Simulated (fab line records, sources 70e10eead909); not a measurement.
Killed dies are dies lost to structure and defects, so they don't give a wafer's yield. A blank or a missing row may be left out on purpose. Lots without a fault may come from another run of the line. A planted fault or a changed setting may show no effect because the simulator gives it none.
Chamber matching | flow nand_harc | NHARC_P_STI_DESCUM_14 on rie_diel-01: 4 sister chambers
The step chemistry O2, time 3 s. 4 wafers are shown with their chamber, then 7 later ones without.

WAFERS WITH THEIR CHAMBER
wafer  | chamber | drypump_motor_current_A (A)
L850.6 | 2       | 6.3
L854.3 | 1       | 5.6
L859.1 | 0       | 6.3
L859.2 | 3       | 5.8

WAFERS WITHOUT THEIR CHAMBER
wafer  | drypump_motor_current_A (A)
L859.6 | 6.3
L865.1 | 6.3
L865.3 | 5.8
L865.6 | 6.3
L866.3 | 6.3
L866.4 | 5.7
L866.6 | 6.3

WHICH CHAMBER EACH WENT THROUGH
wafer  | from the rows above     | in truth
L859.6 | can't be placed: 0 or 2 | 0
L865.1 | can't be placed: 0 or 2 | 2
L865.3 | 3                       | 3
L865.6 | can't be placed: 0 or 2 | 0
L866.3 | can't be placed: 0 or 2 | 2
L866.4 | can't be placed: 3 or 1 | 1
L866.6 | can't be placed: 0 or 2 | 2
Placed correctly: 1 of 7. Can't be placed from these rows: 6 (the true chamber is among the candidates in 6). Placed wrongly: 0.
How it was worked out, from the rows above alone: a wafer's distance from a chamber is the root of the sum, over the readings, of the square of ((its reading less the chamber's mean) divided by the reading's scatter). The wafer belongs to the nearest chamber; if the next one is less than 2 further off, it can't be placed. A chamber's mean is the mean of its shown wafers. The scatter: with one shown wafer a chamber, the root of the mean of the squares of how far each hidden wafer lies from its nearest shown one.
